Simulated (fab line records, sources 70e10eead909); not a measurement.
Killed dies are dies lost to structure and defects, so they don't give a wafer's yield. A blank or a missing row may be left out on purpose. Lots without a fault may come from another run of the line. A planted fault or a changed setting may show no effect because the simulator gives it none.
fab line records | flow nand_harc
record lots=6 wafers=18 last_day=23
route steps=1159 shown A_SGD_CUT@775 A_SLIT@779 END@1159
lots that met no fault: from a run of the same line without faults
start_h: hours from the record's first day to the start of the lot's first wafer shown | wait_h: hours since the lot's step before | " the same as in the row above | L1.1+2: a row that stands for several wafers | - no value, or no start given | * or withheld: withheld | < > ~ a bound
route shown NAME@n: a module of which the file shows steps, and the number in the route of the first | usual: mean/standard deviation of fault-free wafers | same: alike in all rows | chamber/n: place in a boat | sites: the reading at each site | _std_site: their standard deviation | _edge_site: outer sites' mean less inner sites' | radius_mm: how far each site lies from the wafer's centre | mask NAME#n: copy n | behind: the tool/chamber that last shaped the wafer | hold: why the lot was held/for how many hours/how that ended | device: the transistor (n, p or np) that didn't switch | end of line: the same wafers' tests at the end of the route | a step without rows: its recipe alone | killed: dies lost to structure and defects at the first sort, not the wafer's yield | map: a wafer's dies, x killed, . not, _ none there
set.NAME: the setting as run; set.NAME@STEP: as run at that earlier step | model.NAME: the simulator's own value behind a step, which no gauge read
lots at some steps of the route; a table a step, a row a wafer
services: from which hour (start_h, from the record's first day; less than 0 if before it) a tool's chamber was out of use, for how many hours, and why
## steps
# step NHARC_A_SGD_CUT_ETCH_26
# recipe target_depth_a=458 chemistry=dHF material=SiO2
# step NHARC_A_SGD_CUT_ETCHBACK_24
# recipe target_depth_a=500 over_etch_frac=0.3 time_s=92.857 ion_energy_ev=120 ch3f_flow_sccm=50 o2_flow_sccm=30 ar_flow_sccm=200 rf_w=500 bias_w=100 chemistry=CH3F/O2
# usual ch3f_flow_sccm=49.98/0.15 drypump_motor_current_A=5.6/0.44 oes_product_au=0.97/0.032 rf_vpp_V=244.4/1.6 showerhead_plenum_p_Torr=2.46/0.096 throttle_valve_pct=20.664/0.0091
# columns lot.wafer tool chamber start_h wait_h ch3f_flow_sccm drypump_motor_current_A oes_product_au rf_hours_counter_h rf_vpp_V showerhead_plenum_p_Torr throttle_valve_pct
L606.3 rie_diel-03 2 364.58 0.1 50.01 4.9 0.98 13 245.0 2.56 20.681
L606.1 " 3 " " 50.09 4.8 0.99 13 246.3 2.63 20.674
L606.4 " 3 " " 49.89 4.8 1.00 - 247.6 2.63 20.666
L608.3 rie_diel-04 2 370.64 0.1 50.25 5.2 0.99 5 243.9 2.41 20.669
L608.6 " 2 " " 50.05 5.2 0.99 - 243.1 2.41 20.663
L608.5 " 3 " " 49.96 5.8 0.98 - 244.2 2.50 20.659
L611.3 rie_diel-04 3 385.42 0.1 50.08 5.8 0.93 6 245.6 2.50 20.656
L611.2 " 0 " " 50.03 5.6 0.95 4 243.5 2.44 20.661
L611.5 " 3 " " 50.10 5.8 0.93 - 244.9 2.50 20.669
L617.1 rie_diel-07 3 432.57 0.2 49.86 5.6 1.01 2 245.9 2.58 20.667
L617.6 " 0 " " 49.92 6.2 1.00 - 242.0 2.31 20.663
L617.5 " 1 " " 49.87 6.1 0.99 - 242.7 2.28 20.656
L621.1 rie_diel-03 3 444.77 0.1 50.08 4.9 1.00 4 247.3 2.63 20.672
L621.3 " 2 " " 49.96 4.9 0.98 4 244.8 2.56 20.661
L621.6 " 3 " " 49.96 4.9 0.99 - 245.7 2.63 20.652
L620.2 rie_diel-04 3 444.93 0.3 49.70 5.8 0.92 10 244.3 2.50 20.664
L620.1 " 2 " " 49.79 5.2 0.91 10 244.0 2.41 20.654
L620.5 " 3 " " 49.86 5.8 0.92 - 246.4 2.50 20.658
# step NHARC_A_SGD_CUT_STRIP_28
# recipe time_s=20 o2_flow_sccm=500 ar_flow_sccm=0 bias_w=0 chemistry=O2
# usual drypump_motor_current_A=5.6/0.46 oes_product_au=0.996/0.017 rf_vpp_V=57.7/0.85 showerhead_plenum_p_Torr=3.53/0.14 throttle_valve_pct=17.036/0.01
# columns lot.wafer tool chamber start_h wait_h drypump_motor_current_A oes_product_au rf_hours_counter_h rf_vpp_V showerhead_plenum_p_Torr throttle_valve_pct
L606.3 rie_diel-03 3 364.80 0.2 4.8 0.987 13 58.9 3.77 17.041
L606.1 " 1 " " 5.5 1.015 12 56.5 3.48 17.034
L606.4 " 2 " " 4.9 0.985 - 57.9 3.67 17.021
L608.3 rie_diel-04 1 - - 6.1 0.989 5 58.2 3.50 17.028
L608.6 " 1 " " 6.2 0.989 - 56.8 3.50 17.046
L608.5 " 2 " " 5.2 0.986 - 57.7 3.46 17.058
L611.3 rie_diel-04 2 - - 5.2 0.997 6 56.4 3.46 17.030
L611.2 " 3 " " 5.8 1.004 6 57.3 3.59 17.044
L611.5 " 1 " " 6.1 0.987 - 57.3 3.50 17.020
L617.1 rie_diel-07 3 - - 5.7 1.017 2 59.2 3.70 17.056
L617.6 " 0 " " 6.2 1.013 - 57.6 3.33 17.052
L617.5 " 1 " " 6.2 1.000 - 56.0 3.28 17.041
L621.1 rie_diel-03 1 445.04 0.2 5.5 0.970 4 57.0 3.48 17.035
L621.3 " 3 " " 4.9 0.991 4 60.5 3.76 17.053
L621.6 " 2 " " 4.9 0.973 - 58.2 3.66 17.044
L620.1 rie_diel-04 1 - - 6.1 0.989 11 57.9 3.50 17.044
L620.2 " 3 " " 5.8 0.988 10 58.3 3.59 17.055
L620.5 " 1 " " 6.1 0.989 - 58.8 3.50 17.038
# step NHARC_A_SGD_CUT_INSPECT_25
# usual raw_defect_count=304/70
# columns lot.wafer tool chamber start_h wait_h raw_defect_count
L606.1 defect_inspect-01 - 364.91 - 232
L606.3 " - " " 224
L606.4 " - " " 293
L608.3 defect_inspect-02 - 370.88 - 470
L608.5 " - " " 536
L608.6 " - " " 435
L611.2 defect_inspect-02 - 385.66 - 214
L611.3 " - " " 245
L611.5 " - " " 186
L617.1 defect_inspect-02 - 432.77 - 388
L617.5 " - " " 298
L617.6 " - " " 249
L621.1 defect_inspect-01 - 445.14 - 402
L621.3 " - " " 292
L621.6 " - " " 288
L620.1 defect_inspect-01 - 445.18 - 303
L620.2 " - " " 275
L620.5 " - " " 221
# step NHARC_A_SLIT_DEP_25
# recipe target_thk_a=2000 temp_c=400 pressure_torr=6.5 rf_w=900 teos_flow_sccm=161.4 flow_sccm=2650 target_thk_nm=200 gas=O2 material=SiO2
# usual heater_power_w=577/95 throttle_valve_pct=15.8/0.52
# columns lot.wafer tool chamber start_h wait_h heater_power_w throttle_valve_pct
L606.3 pecvd-03 1 364.98 0.1 527 15.6
L606.1 " 2 " " 631 15.8
L606.4 " 0 " " 685 15.5
L608.3 pecvd-03 2 370.94 0.1 608 15.8
L608.5 " 2 " " 612 15.6
L608.6 " 1 " " 521 15.8
L611.2 pecvd-01 2 385.83 0.2 726 16.5
L611.3 " 0 " " 495 16.9
L611.5 " 2 " " 715 16.7
L617.1 pecvd-01 2 432.84 0.1 805 15.8
L617.5 " 2 " " 809 15.8
L617.6 " 0 " " 523 16.1
L621.3 pecvd-03 0 445.21 0.1 617 15.7
L621.1 " 1 " " 557 15.9
L621.6 " 1 " " 567 16.1
L620.1 pecvd-01 0 445.36 0.2 521 16.1
L620.2 " 2 " " 753 15.7
L620.5 " 2 " " 761 16.0
# step NHARC_A_SLIT_DEP_00
# recipe target_thk_a=32000 temp_c=400 material=aC
# usual throttle_valve_pct=35.000/0.0088
# columns lot.wafer tool chamber start_h wait_h throttle_valve_pct
L606.1 acl_dep-01 0 366.00 - 34.998
L606.3 " 0 " " 34.990
L606.4 " 0 " " 35.009
L608.3 acl_dep-01 0 374.45 - 34.990
L608.5 " 0 " " 34.997
L608.6 " 0 " " 35.013
L611.2 acl_dep-03 0 387.73 - 34.987
L611.3 " 0 " " 34.993
L611.5 " 0 " " 34.998
L617.1 acl_dep-02 0 433.17 - 34.997
L617.5 " 0 434.48 - 35.009
L617.6 " 0 " " 34.998
L621.1 acl_dep-01 0 445.55 - 34.995
L621.3 " 0 " " 35.005
L621.6 " 0 " " 34.996
L620.1 acl_dep-03 0 446.55 - 35.002
L620.2 " 0 " " 35.009
L620.5 " 0 " " 34.996
# step NHARC_A_SLIT_DEP_23
# recipe target_thk_a=1000 target_thk_nm=100 temp_c=400 pressure_torr=3.5 flow_sccm=200 rf_w=350 material=SiON
# usual heater_power_w=778/82
# columns lot.wafer tool chamber start_h wait_h heater_power_w
L606.3 pecvd-03 1 368.03 1.0 678
L606.1 " 2 " " 732
L606.4 " 0 " " 864
L608.3 pecvd-01 1 375.84 1.1 637
L608.6 " 2 " " 844
L608.5 " 1 " " 631
L611.2 pecvd-03 1 389.41 1.3 766
L611.3 " 2 " " 751
L611.5 " 1 " " 755
L617.1 pecvd-02 1 435.15 1.7 694
L617.6 " 1 " " 710
L617.5 " 2 " " 923
L621.1 pecvd-01 2 447.58 1.7 939
L621.3 " 0 " " 700
L621.6 " 2 " " 958
L620.2 pecvd-02 2 448.51 1.3 895
L620.1 " 0 " " 850
L620.5 " 0 " " 826
# step NHARC_A_SLIT_DEHYDRATE_01
# recipe temp_c=150 time_s=120
# step NHARC_A_SLIT_HMDS_02
# recipe time_s=30
# step NHARC_A_SLIT_COAT_03
# recipe spin_rpm=1500 resist_thk_nm=90
# step NHARC_A_SLIT_SOFTBAKE_04
# recipe temp_c=105 time_s=55
# step NHARC_A_SLIT_EBR_05
# step NHARC_A_SLIT_EXPOSE_06
# recipe na=1.35 dose_mj=60.82 mask_id=SLIT
# columns lot.wafer tool chamber start_h wait_h mask model.A_SLIT.overlay_x_nm
L606.1+3+4 arfi_scanner-03 0 368.54 - SLIT#0 -0.3263
L608.3+5+6 arfi_scanner-01 0 376.21 - SLIT#0 0.4534
L611.2+3+5 arfi_scanner-01 0 389.85 - SLIT#0 8.776
L617.1+5+6 arfi_scanner-01 0 435.69 - SLIT#0 10.06
L621.1+3+6 arfi_scanner-03 0 447.97 - SLIT#0 -1.425
L620.1+2+5 arfi_scanner-03 0 448.92 - SLIT#0 1.602
# step NHARC_A_SLIT_PEB_07
# recipe peb_temp_c=100 peb_time_s=65
# step NHARC_A_SLIT_DEVELOP_08
# recipe develop_time_s=35 dev_temp_c=23
# step NHARC_A_SLIT_CD_MEAS_09
# recipe target_cd_nm=300 landing_energy_ev=500
# usual cd_nm=300.1/0.62
# columns lot.wafer tool chamber start_h wait_h cd_nm
L606.1 cd_sem-01 0 368.68 - 300.9
L606.3 " 0 " " 299.9
L606.4 " 0 " " 300.7
L608.3 cd_sem-01 0 376.34 - 299.7
L608.5 " 0 " " 299.4
L608.6 " 0 " " 299.8
L611.2 cd_sem-03 0 389.99 - 300.1
L611.3 " 0 " " 300.4
L611.5 " 0 " " 300.6
L617.1 cd_sem-02 0 435.82 - 301.2
L617.5 " 0 " " 300.4
L617.6 " 0 " " 301.5
L621.1 cd_sem-01 0 448.11 - 301.0
L621.3 " 0 " " 300.1
L621.6 " 0 " " 299.9
L620.1 cd_sem-01 0 449.06 - 302.0
L620.2 " 0 " " 300.9
L620.5 " 0 " " 301.2
# step NHARC_A_SLIT_OVL_MEAS_10
# usual overlay_x_nm=0.1/0.86 overlay_y_nm=-0.1/0.89
# columns lot.wafer tool chamber start_h wait_h hold overlay_x_nm overlay_y_nm
L606.1 overlay-02 - 368.77 - - -0.2 -1.4
L606.3 " - " " - -0.6 -0.9
L606.4 " - " " - -0.4 -0.8
L608.3 overlay-01 - 376.43 - - 0.9 -2.4
L608.5 " - " " - 0.4 -2.5
L608.6 " - " " - 0.2 -2.1
L611.2 overlay-01 - 390.08 - await_dispo/0.2h/release 9.1 -0.3
L611.3 " - " " await_dispo/0.2h/release 9.4 -0.1
L611.5 " - " " await_dispo/0.2h/release 9.5 -0.6
L611.2 overlay-01 - 390.25 0.2 - 8.9 0.0
L611.3 " - " " - 8.9 -0.6
L611.5 " - " " - 9.5 -1.0
L617.1 overlay-01 - 435.91 - await_dispo/0.2h/release 9.9 1.4
L617.5 " - " " await_dispo/0.2h/release 10.6 1.2
L617.6 " - " " await_dispo/0.2h/release 9.6 1.4
L617.1 overlay-01 - 436.08 0.2 - 9.6 1.1
L617.5 " - " " - 10.2 0.9
L617.6 " - " " - 10.3 0.9
L621.1 overlay-01 - 448.20 - - -1.4 -0.7
L621.3 " - " " - -1.4 0.1
L621.6 " - " " - -1.0 -1.1
L620.1 overlay-02 - 449.15 - - 1.9 0.9
L620.2 " - " " - 1.8 0.5
L620.5 " - " " - 1.3 0.7
# step NHARC_A_SLIT_INSPECT_11
# usual raw_defect_count=22/10
# columns lot.wafer tool chamber start_h wait_h hold raw_defect_count
L606.1 defect_inspect-02 - 368.80 0.0 - 14
L606.3 " - " " - 13
L606.4 " - " " - 11
L608.3 defect_inspect-02 - 376.46 0.0 - 11
L608.5 " - " " - 9
L608.6 " - " " - 11
L611.2 defect_inspect-01 - 395.33 5.1 await_dispo/5.0h/release 7
L611.3 " - " " await_dispo/5.0h/release 15
L611.5 " - " " await_dispo/5.0h/release 5
L617.1 defect_inspect-02 - 438.01 1.9 await_dispo/1.9h/release 48
L617.5 " - " " await_dispo/1.9h/release 33
L617.6 " - " " await_dispo/1.9h/release 38
L621.1 defect_inspect-01 - 448.23 0.0 - 23
L621.3 " - " " - 14
L621.6 " - " " - 29
L620.1 defect_inspect-02 - 449.19 0.0 - 8
L620.2 " - " " - 16
L620.5 " - " " - 14
# step NHARC_END_SORT_01
# recipe temp_c=25
# usual killed_at_array=27/9.9 killed_at_other=0.5/0.76 killed_at_periphery=3.4/2.2 killed_dies=31/10 killed_open=3.3/2 killed_short=2.0/1.5
# same gross_dies=677
# columns lot.wafer tool chamber start_h wait_h killed_at_array killed_at_other killed_at_periphery killed_dies killed_open killed_short
L606.1 prober-01 0 483.89 2.5 16 2 10 28 4 2
L606.3 prober-01 0 485.52 3.1 19 0 5 24 3 2
L606.4 prober-01 0 486.34 3.5 17 2 3 22 4 0
L608.3 prober-01 0 494.43 3.1 14 0 1 15 4 1
L608.5 prober-01 0 496.02 3.7 9 2 2 13 3 3
L608.6 prober-01 0 496.81 4.0 12 1 7 20 3 0
L611.2 prober-01 0 510.52 2.8 32 0 4 36 6 0
L611.3 prober-01 0 511.31 3.1 27 1 2 30 3 2
L611.5 prober-01 0 512.90 3.7 31 0 3 34 3 5
L620.1 prober-02 0 558.05 2.5 49 0 3 52 5 1
L620.2 prober-02 0 558.86 2.8 33 1 8 42 2 3
L620.5 prober-02 0 561.29 3.7 37 0 5 42 3 1
# killed by level:class
L606.1 A_STAIRCASE:chamber_film_flake=5 P_M1:chamber_film_flake=4 P_GATE:geometric_particle:open=2 P_GATE:chamber_film_flake=2 A_CHANNEL_HOLE_D1:chamber_film_flake=2 A_CONTACT:chamber_film_flake=2 A_M1:chamber_film_flake=2 P_M1:geometric_particle:open=1
L606.3 A_STAIRCASE:chamber_film_flake=4 A_CHANNEL_HOLE_D1:chamber_film_flake=3 A_CONTACT:chamber_film_flake=3 A_CONTACT:geometric_particle:open=2 P_M1:chamber_film_flake=2 P_M2:chamber_film_flake=2 A_SLIT:chamber_film_flake=2 A_SGD_CUT:geometric_particle:open=1
L606.4 A_STAIRCASE:chamber_film_flake=4 A_CHANNEL_HOLE_D1:chamber_film_flake=3 A_SLIT:chamber_film_flake=2 A_WL_FILL:chamber_film_flake=2 A_CONTACT:chamber_film_flake=2 THIN_TSV:chamber_film_flake=2 P_M1:geometric_particle:open=1 A_ONON_D1:geometric_particle:open=1
L608.3 A_CONTACT:chamber_film_flake=6 A_STAIRCASE:chamber_film_flake=2 A_SGD_CUT:geometric_particle:open=1 A_CONTACT:geometric_particle:short=1 A_CONTACT:geometric_particle:open=1 A_BLC:geometric_particle:open=1 A_M1:geometric_particle:open=1 P_STI:chamber_film_flake=1
L608.5 A_CHANNEL_HOLE_D1:chamber_film_flake=2 A_CONTACT:chamber_film_flake=2 P_CONTACT:geometric_particle:short=1 P_CONTACT:geometric_particle:open=1 A_SOURCE_PLATE:geometric_particle:short=1 A_CHANNEL_FILL_D1:geometric_particle:open=1 A_WL_FILL:geometric_particle:open=1 STARTING-WAFER:geometric_particle:short=1
L608.6 P_STI:chamber_film_flake=5 A_CHANNEL_HOLE_D1:chamber_film_flake=4 A_STAIRCASE:chamber_film_flake=3 A_CONTACT:chamber_film_flake=2 P_M0:geometric_particle:open=1 A_ONON_D1:geometric_particle:open=1 A_M0:geometric_particle:open=1 P_ZERO_WELL:chamber_film_flake=1
L611.2 A_SLIT:chamber_film_flake=20 A_CHANNEL_HOLE_D1:chamber_film_flake=5 P_M0:geometric_particle:open=3 A_WL_FILL:chamber_film_flake=2 A_CONTACT:chamber_film_flake=2 A_CHANNEL_FILL_D1:geometric_particle:open=1 A_M0:geometric_particle:open=1 A_M1:geometric_particle:open=1
L611.3 A_SLIT:chamber_film_flake=14 A_CHANNEL_HOLE_D1:chamber_film_flake=5 A_ONON_D1:geometric_particle:short=2 P_GATE:chamber_film_flake=2 A_SOURCE_PLATE:geometric_particle:open=1 A_ONON_D1:geometric_particle:open=1 A_CHANNEL_FILL_D1:geometric_particle:open=1 A_ZERO_WELL:chamber_film_flake=1
L611.5 A_SLIT:chamber_film_flake=12 A_CONTACT:chamber_film_flake=9 A_CHANNEL_HOLE_D1:chamber_film_flake=4 P_CONTACT:geometric_particle:short=1 P_CONTACT:geometric_particle:open=1 P_M1:geometric_particle:open=1 A_ONON_D1:geometric_particle:short=1 A_SGD_CUT:geometric_particle:short=1
L620.1 A_SLIT:chamber_film_flake=29 A_CHANNEL_HOLE_D1:chamber_film_flake=4 A_WL_FILL:chamber_film_flake=4 A_CONTACT:chamber_film_flake=3 A_WL_FILL:geometric_particle:open=2 A_M1:chamber_film_flake=2 A_ONON_D1:geometric_particle:open=1 A_CONTACT:geometric_particle:open=1
L620.2 A_SLIT:chamber_film_flake=15 A_CHANNEL_HOLE_D1:chamber_film_flake=9 P_M2:chamber_film_flake=5 A_CONTACT:chamber_film_flake=4 P_CONTACT:geometric_particle:open=2 A_STAIRCASE:chamber_film_flake=2 P_STI:geometric_particle:short=1 A_WL_FILL:geometric_particle:short=1
L620.5 A_SLIT:chamber_film_flake=14 A_CHANNEL_HOLE_D1:chamber_film_flake=8 A_CONTACT:chamber_film_flake=5 A_WL_FILL:chamber_film_flake=4 P_M2:chamber_film_flake=3 A_M1:chamber_film_flake=2 P_CONTACT:geometric_particle:open=1 P_M0:geometric_particle:open=1
## services
# columns tool chamber start_h hours kind
pecvd-02 1 341.71 2.0 repair
rie_diel-04 1 343.91 4.4 repair
rie_diel-04 0 346.93 - clean
rie_diel-04 2 346.93 - clean
rie_diel-04 3 346.93 - clean
rie_diel-04 0 348.26 18.2 repair
acl_dep-02 - 352.25 13.0 pm
rie_diel-03 0 358.74 14.8 repair
arfi_scanner-01 - 368.99 4.0 pm
rie_diel-04 0 371.43 - clean
rie_diel-04 1 371.43 - clean
rie_diel-04 2 371.43 - clean
rie_diel-04 3 371.43 - clean
rie_diel-03 - 377.83 2.6 repair
arfi_scanner-01 - 392.24 1.9 repair
rie_diel-03 - 392.56 9.0 pm
pecvd-03 - 394.27 2.7 repair
rie_diel-04 0 395.93 - clean
rie_diel-04 1 395.93 - clean
rie_diel-07 - 405.20 9.0 pm
acl_dep-03 - 407.08 13.0 pm
pecvd-01 - 418.07 13.0 pm
pecvd-03 2 431.30 3.2 repair
rie_diel-03 0 441.54 11.7 repair
## key
first_sign step=NHARC_A_SLIT_OVL_MEAS_10 reading=visit direction=added
effect step=NHARC_A_SLIT_OVL_MEAS_10 reading=overlay_x_nm direction=up sigmas=11 usual=0.1 struck=9.7
model_effect step=NHARC_A_SLIT_EXPOSE_06 value=A_SLIT.overlay_x_nm without=0.4558 struck=9.418
met_at NHARC_A_SLIT_EXPOSE_06
struck_wafers L611.2,L611.3,L611.5,L617.1,L617.5,L617.6
tester_left_out L611,L617
onset_between 376.21 389.85
fault kind=scanner_matching_overlay tool=arfi_scanner-01 chamber=- onset_h=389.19 steps=NHARC_A_SLIT_EXPOSE_06 offset=8.9622
# tester_left_out: of these lots the tester's yield and bins aren't shown, on N5 and GAA mostly nor the transistor test; their killed dies are dies lost to structure and defects alone, not to doping, threshold or leakage, so they don't give the yield
